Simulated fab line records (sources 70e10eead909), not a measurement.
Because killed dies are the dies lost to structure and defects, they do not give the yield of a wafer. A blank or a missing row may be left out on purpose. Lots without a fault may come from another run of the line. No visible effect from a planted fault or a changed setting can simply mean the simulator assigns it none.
Chamber matching | flow nand-harc | 4 sister chambers for NHARC_A_SGD_CUT_CMP_21 on cmp-01
The step polishes, target thk 148.19 nm. 27 wafers are shown with their chamber, then 12 later ones without.

## EACH WAFER AND ITS CHAMBER
wafer  | chamber | motor-current-A (A) | time-to-endpoint-s (s)
L075.3 | 2       | 11.6                | 54.5
L075.4 | 0       | 12.5                | 51.5
L075.6 | 2       | 11.2                | 51.6
L075.1 | 3       | 11.4                | 51.3
L075.2 | 1       | 12.6                | 50.5
L075.5 | 3       | 11.3                | 51.6
L077.1 | 3       | 10.7                | 50.1
L077.2 | 0       | 12.4                | 49.3
L077.6 | 3       | 11.0                | 51.2
L074.1 | 1       | 12.4                | 48.7
L074.4 | 0       | 12.1                | 47.3
L074.6 | 0       | 12.5                | 49.1
L079.2 | 0       | 12.7                | 50.6
L079.4 | 2       | 11.6                | 51.4
L079.6 | 3       | 10.9                | 54.7
L080.3 | 3       | 11.6                | 57.4
L080.4 | 1       | 12.3                | 52.7
L080.5 | 2       | 12.1                | 56.4
L081.1 | 2       | 11.8                | 50.8
L081.2 | 0       | 12.6                | 48.4
L081.6 | 1       | 12.8                | 48.0
L083.1 | 3       | 11.1                | 53.4
L083.3 | 2       | 11.1                | 54.5
L083.5 | 1       | 12.6                | 52.3
L086.1 | 2       | 11.6                | 52.3
L086.2 | 0       | 13.2                | 50.7
L086.4 | 3       | 10.9                | 51.3

SIGNATURES (means of the wafers above)
reading            | chamber 0 | chamber 1 | chamber 2 | chamber 3 | scatter within a chamber
motor-current-A    | 12.571    | 12.540    | 11.571    | 11.113    | 0.306
time-to-endpoint-s | 49.557    | 50.440    | 53.071    | 52.625    | 2.05
Rule: for each reading, subtract the chamber's mean from the wafer's reading, divide by that reading's scatter and square the result; add these up over the readings and take the root, which gives the wafer's distance from the chamber. The wafer belongs to the nearest chamber; if the next one is less than 2 further off, it can't be placed. The scatter: the root of (the sum of the squares of (reading less its chamber's mean) over the shown wafers, divided by (wafers less chambers)).

## WAFERS WITHOUT THEIR CHAMBER
wafer  | motor-current-A (A) | time-to-endpoint-s (s)
L090.1 | 12.5                | 46.6
L090.3 | 11.5                | 48.8
L090.4 | 12.4                | 43.8
L095.1 | 11.4                | 45.8
L095.2 | 12.3                | 46.3
L095.3 | 10.9                | 46.5
L094.1 | 11.3                | 51.0
L094.2 | 11.7                | 48.6
L094.3 | 12.6                | 45.6
L094.4 | 12.1                | 46.2
L094.5 | 11.4                | 47.3
L094.6 | 11.9                | 45.2

## WHICH CHAMBER EACH WENT THROUGH
wafer  | from the rows above               | in truth
L090.1 | can't be placed: 0 or 1           | 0
L090.3 | can't be placed: 2 or 3 or 1 or 0 | 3
L090.4 | can't be placed: 0 or 1           | 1
L095.1 | can't be placed: 3 or 2 or 0 or 1 | 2
L095.2 | can't be placed: 0 or 1           | 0
L095.3 | can't be placed: 3 or 2           | 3
L094.1 | can't be placed: 3 or 2           | 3
L094.2 | can't be placed: 2 or 3 or 0 or 1 | 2
L094.3 | can't be placed: 0 or 1           | 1
L094.4 | can't be placed: 0 or 1 or 2      | 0
L094.5 | can't be placed: 3 or 2 or 0 or 1 | 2
L094.6 | can't be placed: 0 or 1 or 2 or 3 | 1
Correctly placed: 0 of 12. Not placeable from these rows: 12 (in 12, the candidates include the true chamber). Wrongly placed: 0.
